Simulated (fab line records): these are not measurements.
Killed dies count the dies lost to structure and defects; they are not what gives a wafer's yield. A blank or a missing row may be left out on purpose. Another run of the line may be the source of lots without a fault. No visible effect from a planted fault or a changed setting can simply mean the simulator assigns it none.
fab line records | flow n5Finfet
record: lots: 7 wafers: 39
route steps=1938 shown BEOL_M2@890 BEOL_M4@1064
startH: start of the lot's first displayed wafer, in hours after the record's first day | waitH: hours elapsed since this lot's preceding step | " as in the row above | L1.1+2: a single row standing in for several wafers | - no value present, or no start provided | * or withheld: withheld | < > ~ a bound
route shown NAME@n: a module of which the file shows steps, and the number in the route of the first | usual: mean/standard deviation taken from wafers without a fault | same: alike in all rows | chamber/n: place in a boat | sites: per-site readings | _std_site: standard deviation across them | _edge_site: mean of outer sites minus mean of inner sites | radiusMm: how far each site lies from the wafer's centre | mask NAME#n: copy n | behind: the last tool/chamber to shape the wafer | hold: the reason the lot was held/the length of the hold in hours/how it ended | device: the transistor (n, p or np) that didn't switch | end of line: the same wafers' tests at the end of the route | a step without rows: its recipe alone | killed: the dies lost at the first sort to structure and to defects; this is not the yield of the wafer | map: a wafer's dies, x killed, . not, _ none there
set.NAME: the run value of the setting; set.NAME@STEP: its run value at that earlier step | model.NAME: the simulator's own value behind a step, which no gauge read
lots whose settings were changed on purpose; a table a step, a row a wafer
== steps ==
step: N5_BEOL_M2_TRENCH_ETCH_37
recipe: chemistry: C4F6/O2 targetDepthA: 555.55 target: SiOC timeS: 29.2 ionEnergyEv: 250 pressureMtorr: 30 sourceW: 355 biasW: 185 Ar_flow_sccm: 300 C4F6_flow_sccm: 10 O2_flow_sccm: 10
columns lot.wafer tool chamber startH waitH set.targetDepthA model.etch.depthNm model.BEOL_M2.featureDepthNm
L074.1 rieDiel-01 1 - - 757.5 76.85 76.8
L074.2 " 3 " " 757.5 76.45 76.4
L074.3 " 2 " " 555.55 54.89 54.8
L074.4 " 0 " " 757.5 75.29 75.2
L074.5 " 2 " " 555.55 55.36 55.4
L074.6 " 1 " " 555.55 56.13 56.2
L076.1 rieDiel-01 0 - - 645.8 64.69 64.6
L076.2 " 1 " " 555.55 56.28 56.2
L076.3 " 2 " " 555.55 55.95 56
L076.4 " 3 " " 555.55 57.09 57
L076.5 " 2 " " 645.8 64.37 64.4
L076.6 " 3 " " 645.8 66.34 66.4
L077.1+3 rieDiel-02 1,2 - - 555.55 55.38 55.4
L077.2 " 3 " " 555.55 54.97 55
L077.4 " 0 " " 555.55 54.81 54.8
L077.5 " 1 " " 555.55 55.36 55.4
L077.6 " 0 " " 555.55 55.49 55.4
L090.1 rieDiel-02 3 - - 555.55 55.57 55.6
L090.2 " 0 " " 555.55 55.21 55.2
L090.3 " 1 " " 555.55 55.65 55.6
L090.4 " 2 " " 555.55 55.66 55.6
L090.5 " 2 " " 555.55 55.23 55.2
L090.6 " 1 " " 555.55 55.85 55.8
L091.1 rieDiel-02 2 - - 555.55 54.96 55
L091.2 " 1 " " 555.55 55.44 55.4
L091.4 " 3 " " 555.55 55.33 55.4
L092.1 rieDiel-02 2 - - 668 65.84 65.8
L092.2 " 0 " " 555.55 54.87 54.8
L092.3 " 3 " " 555.55 54.58 54.6
L092.4 " 1 " " 555.55 55.1 55.2
L092.5 " 1 " " 668 65.42 65.4
L092.6 " 2 " " 668 65.6 65.6
L096.1 rieDiel-02 1 - - 776.6 76.77 76.8
L096.2 " 3 " " 776.6 76.21 76.2
L096.3 " 2 " " 555.55 54.42 54.4
L096.4 " 0 " " 776.6 76.47 76.4
L096.5 " 1 " " 555.55 54.71 54.8
L096.6 " 2 " " 555.55 54.24 54.2
step: N5_BEOL_M2_ETCH_41
recipe: chemistry: CH3F/O2 target: SiCN targetDepthA: 299 taperDeg: 2 timeS: 52.5 ionEnergyEv: 120 maskMaterial: TiN pressureMtorr: 30 sourceW: 395 biasW: 75 Ar_flow_sccm: 150 CH3F_flow_sccm: 30 O2_flow_sccm: 20
step: N5_BEOL_M2_STRIP_97
recipe: chemistry: N2/H2 timeS: 10 powerW: 450 tempC: 40 pressureMtorr: 20 rfFrequencyHz: 6e+07 biasPowerW: 7 n2FlowSccm: 200 h2FlowSccm: 200
step: N5_BEOL_M2_OCD_MEAS_38
usual: trenchDepthNm: 55.2/0.88
columns lot.wafer tool chamber startH waitH set.targetDepthA@BEOL_M2_TRENCH_ETCH_37 trenchDepthNm
L074.1 ocd-02 - 135.72 - 757.5 77.2
L074.2 " - " " 757.5 76.7
L074.3 " - " " 555.55 54.7
L074.4 " - " " 757.5 75.1
L074.5 " - " " 555.55 55.6
L074.6 " - " " 555.55 55.8
L076.1 ocd-02 - 149.90 - 645.8 64.9
L076.2 " - " " 555.55 55.8
L076.3 " - " " 555.55 55.9
L076.4 " - " " 555.55 57.2
L076.5 " - " " 645.8 64.0
L076.6 " - " " 645.8 66.1
L077.1 ocd-01 - 149.93 - 555.55 55.5
L077.2 " - " " 555.55 55.1
L077.3 " - " " 555.55 55.5
L077.4 " - " " 555.55 55.1
L077.5 " - " " 555.55 55.2
L077.6 " - " " 555.55 55.7
L090.1 ocd-02 - 239.84 - 555.55 56.3
L090.2 " - " " 555.55 55.3
L090.3 " - " " 555.55 55.4
L090.4 " - " " 555.55 55.1
L090.5 " - " " 555.55 55.4
L090.6 " - " " 555.55 55.8
L091.1 ocd-02 - 247.62 - 555.55 54.9
L091.2 " - " " 555.55 55.6
L091.4 " - " " 555.55 54.8
L092.1 ocd-01 - 250.66 - 668 65.7
L092.2 " - " " 555.55 54.8
L092.3 " - " " 555.55 54.3
L092.4 " - " " 555.55 55.1
L092.5 " - " " 668 65.7
L092.6 " - " " 668 65.3
L096.1 ocd-01 - 279.71 - 776.6 76.9
L096.2 " - " " 776.6 76.4
L096.3 " - " " 555.55 54.6
L096.4 " - " " 776.6 76.7
L096.5 " - " " 555.55 54.5
L096.6 " - " " 555.55 53.8
step: N5_BEOL_M2_HM_STRIP_39
recipe: chemistry: peroxideTinStrip material: TiN targetDepthA: 250 tempC: 50 timeS: 158
step: N5_BEOL_M2_SRD_40
recipe: timeS: 30 tempC: 23 rinseLiquid: diw dry: ipaMarangoni
step: N5_BEOL_M2_ECD_50
recipe: material: Cu targetThkA: 3000
step: N5_BEOL_M2_ANNEAL_51
recipe: tempC: 225 timeS: 90 ambient: N2
step: N5_BEOL_M2_CMP_52
recipe: stopOn: SiOC tOverpolishS: 6.8 downForcePsi: 1 platenRpm: 50 clearingPlatenDownForcePsi: 1.5 clearingPlatenRpm: 50 postCmpClean: cuAlkaline targetThkNm: 40 clearingPlatenPadVelocityMS: 0.99484 padVelocityMS: 0.99484
columns lot.wafer tool chamber startH waitH set.targetDepthA@BEOL_M2_TRENCH_ETCH_37 model.Cu_of_BEOL_M2_ECD_50.thkNm
L074.1 cmp-03 1 139.46 0.3 757.5 62.2
L074.4 " 2 " " 757.5 59.4
L074.2 " 3 " " 757.5 61.8
L074.3 " 0 " " 555.55 38.6
L074.5 " 1 " " 555.55 41.4
L074.6 " 2 " " 555.55 39.2
L077.2 cmp-03 3 153.49 0.2 555.55 40.2
L077.1+6 " 0 " " 555.55 39.6
L077.4 " 1 " " 555.55 41.2
L077.3 " 2 " " 555.55 39.8
L077.5 " 3 " " 555.55 41.6
L076.2 cmp-02 3 154.48 0.2 555.55 43
L076.4 " 0 " " 555.55 43.2
L076.1+5 " 1,3 " " 645.8 50.8
L076.3 " 2 " " 555.55 42.8
L076.6 " 0 " " 645.8 52
L090.1 cmp-04 0 243.34 0.3 555.55 38
L090.2 " 1 " " 555.55 39.8
L090.3+6 " 2,1 " " 555.55 39.2
L090.4 " 3 " " 555.55 38.8
L090.5 " 0 " " 555.55 37.4
L091.2+4 cmp-04 3,0 250.92 0.2 555.55 38.8
L091.1 " 1 " " 555.55 39.6
L092.1 cmp-03 1 254.27 0.3 668 51.4
L092.4 " 2 " " 555.55 38
L092.3 " 3 " " 555.55 39.8
L092.2 " 0 " " 555.55 38.6
L092.6 " 1 " " 668 52.4
L092.5 " 2 " " 668 48.8
L096.1 cmp-02 3 283.97 0.3 776.6 62
L096.2 " 0 " " 776.6 60.4
L096.4 " 1 " " 776.6 62.2
L096.3 " 2 " " 555.55 38.8
L096.5 " 3 " " 555.55 40.2
L096.6 " 0 " " 555.55 38.2
step: N5_BEOL_M2_THK_MEAS_53
recipe: thkMeasGauge: xrf reads: Cu_of_BEOL_M2_ECD_50
usual: M2_THK: 40.4/1.5
columns lot.wafer tool chamber startH waitH set.targetDepthA@BEOL_M2_TRENCH_ETCH_37 M2_THK[nm]
L074.1 filmMetro-02 - 139.76 - 757.5 62.7
L074.2 " - " " 757.5 62.6
L074.3 " - " " 555.55 39.1
L074.4 " - " " 757.5 60.0
L074.5 " - " " 555.55 41.8
L074.6 " - " " 555.55 39.9
L077.1 filmMetro-02 - 153.79 - 555.55 40.1
L077.2 " - " " 555.55 40.8
L077.3 " - " " 555.55 40.7
L077.4 " - " " 555.55 41.9
L077.5 " - " " 555.55 42.4
L077.6 " - " " 555.55 40.4
L076.1 filmMetro-01 - 154.78 - 645.8 51.2
L076.2 " - " " 555.55 43.5
L076.3 " - " " 555.55 43.4
L076.4 " - " " 555.55 43.7
L076.5 " - " " 645.8 51.7
L076.6 " - " " 645.8 52.7
L090.1 filmMetro-02 - 243.63 - 555.55 38.7
L090.2 " - " " 555.55 40.3
L090.3 " - " " 555.55 39.6
L090.4 " - " " 555.55 39.4
L090.5 " - " " 555.55 37.8
L090.6 " - " " 555.55 39.8
L091.1 filmMetro-01 - 251.21 - 555.55 40.1
L091.2 " - " " 555.55 39.4
L091.4 " - " " 555.55 39.5
L092.1 filmMetro-01 - 254.56 - 668 51.6
L092.2 " - " " 555.55 38.6
L092.3 " - " " 555.55 40.0
L092.4 " - " " 555.55 38.4
L092.5 " - " " 668 49.2
L092.6 " - " " 668 52.7
L096.1 filmMetro-02 - 284.26 - 776.6 61.6
L096.2 " - " " 776.6 60.3
L096.3 " - " " 555.55 38.5
L096.4 " - " " 776.6 61.6
L096.5 " - " " 555.55 40.0
L096.6 " - " " 555.55 38.0
step: N5_BEOL_M2_PRE_CLEAN_60
recipe: gas: NH3/H2 timeS: 15 tempC: * rfPowerW: 300
step: N5_BEOL_M2_CO_CAP_55
recipe: material: Co targetThkA: 20 tempC: 200 precursor: CCTBA/H2 pressureTorr: 30 timeS: 102.1
step: N5_BEOL_M2_PRE_CLEAN_56
recipe: gas: NH3 timeS: 15 tempC: withheld rfPowerW: 300
step: N5_BEOL_M2_DEP_57
recipe: material: SiCN targetThkA: 80 tempC: withheld precursor: 3MS/NH3 pressureTorr: 3 rfW: 202 timeS: 14
step: N5_BEOL_M2_RS_MEAS_58
recipe: thkMeasGauge: four-point-probe reads: Co_of_BEOL_M2_CO_CAP_55+Cu_of_BEOL_M2_ECD_50+Co_of_BEOL_M2_CVD_47+TaN_of_BEOL_M2_ALD_84
usual: M2_RS: 0.67/0.031
columns lot.wafer tool chamber startH waitH set.targetDepthA@BEOL_M2_TRENCH_ETCH_37 M2_RS[ohm/sq]
L074.1 filmMetro-02 - 140.02 0.0 757.5 0.38
L074.2 " - " " 757.5 0.39
L074.3 " - " " 555.55 0.70
L074.4 " - " " 757.5 0.41
L074.5 " - " " 555.55 0.64
L074.6 " - " " 555.55 0.68
L077.1 filmMetro-02 - 154.06 0.0 555.55 0.68
L077.2 " - " " 555.55 0.66
L077.3 " - " " 555.55 0.67
L077.4 " - " " 555.55 0.64
L077.5 " - " " 555.55 0.64
L077.6 " - " " 555.55 0.68
L076.1 filmMetro-01 - 155.04 0.0 645.8 0.50
L076.2 " - " " 555.55 0.61
L076.3 " - " " 555.55 0.62
L076.4 " - " " 555.55 0.61
L076.5 " - " " 645.8 0.49
L076.6 " - " " 645.8 0.48
L090.1 filmMetro-02 - 243.89 0.0 555.55 0.72
L090.2 " - " " 555.55 0.67
L090.3 " - " " 555.55 0.69
L090.4 " - " " 555.55 0.69
L090.5 " - " " 555.55 0.73
L090.6 " - " " 555.55 0.68
L091.1 filmMetro-02 - 251.47 0.0 555.55 0.67
L091.2 " - " " 555.55 0.70
L091.4 " - " " 555.55 0.69
L092.1 filmMetro-01 - 254.82 0.0 668 0.49
L092.2 " - " " 555.55 0.70
L092.3 " - " " 555.55 0.67
L092.4 " - " " 555.55 0.71
L092.5 " - " " 668 0.52
L092.6 " - " " 668 0.48
L096.1 filmMetro-02 - 284.52 0.0 776.6 0.39
L096.2 " - " " 776.6 0.40
L096.3 " - " " 555.55 0.69
L096.4 " - " " 776.6 0.38
L096.5 " - " " 555.55 0.66
L096.6 " - " " 555.55 0.71
step: N5_BEOL_M4_ETCH_70
recipe: chemistry: N2/H2 target: SOC targetDepthA: 800 overetchA: 240 maskMaterial: SiARC tempC: 40 timeS: 130 ionEnergyEv: 200 pressureMtorr: 30 sourceW: 840 biasW: 150 n2FlowSccm: 200 h2FlowSccm: 200
columns lot.wafer tool chamber startH waitH set.timeS model.SiARC_of_BEOL_M4_COAT_68.thkNm
L074.1 rieDiel-02 0 159.02 0.0 189.7 3.2
L074.2+6 " 2 " " 189.7 2.8
L074.3 " 1 " " 130 6
L074.4 " 3 " " 130 5.6
L074.5 " 3 " " 130 5.8
L077.1 rieDiel-06 0 172.80 0.0 130 6.2
L077.2 " 3 " " 130 6
L077.3+6 " 2 " " 109.1 6.8
L077.4 " 1 " " 130 5.6
L077.5 " 1 " " 109.1 6.6
L076.1+4+6 rieDiel-06 3,2,3 176.58 0.0 81.68 8.2
L076.2 " 2 " " 130 5.8
L076.3+5 " 0 " " 130 6.2
L090.1 rieDiel-02 2 264.17 0.0 130 5.6
L090.2 " 3 " " 130 5.8
L090.3 " 1 " " 130 6
L090.4+5 " 0 " " 202.3 2.6
L090.6 " 3 " " 202.3 2.2
L091.1 rieDiel-06 2 274.89 0.0 130 5.8
L091.2 " 0 " " 130 6.2
L091.4 " 3 " " 130 6
L092.1+4+6 rieDiel-06 2,3,3 283.40 0.0 130 6
L092.2 " 1 " " 130 5.6
L092.3+5 " 0 " " 130 6.2
L096.1 rieDiel-01 1 319.33 0.0 161.4 4.4
L096.2+3+6 " 0,2,0 " " 130 6
L096.4+5 " 3 " " 161.4 4
== key ==
split: step: N5_BEOL_M2_TRENCH_ETCH_37 setting: targetDepthA stated: 555.55 by: wafer
response: step: N5_BEOL_M2_TRENCH_ETCH_37 reading: model.etch.depthNm change: +0.556 per: 1% r: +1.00
response: step: N5_BEOL_M2_TRENCH_ETCH_37 reading: model.BEOL_M2.featureDepthNm change: +0.555 per: 1% r: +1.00
response: step: N5_BEOL_M2_OCD_MEAS_38 reading: trenchDepthNm change: +0.563 per: 1% r: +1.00
response: step: N5_BEOL_M2_CMP_52 reading: model.Cu_of_BEOL_M2_ECD_50.thkNm change: +0.573 per: 1% r: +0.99
response: step: N5_BEOL_M2_THK_MEAS_53 reading: M2_THK change: +0.574 per: 1% r: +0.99
response: step: N5_BEOL_M2_RS_MEAS_58 reading: M2_RS change: -0.00789 per: 1% r: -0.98
split: step: N5_BEOL_M4_ETCH_70 setting: timeS stated: 130 by: wafer
response: step: N5_BEOL_M4_ETCH_70 reading: model.SiARC_of_BEOL_M4_COAT_68.thkNm change: -0.0612 per: 1% r: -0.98
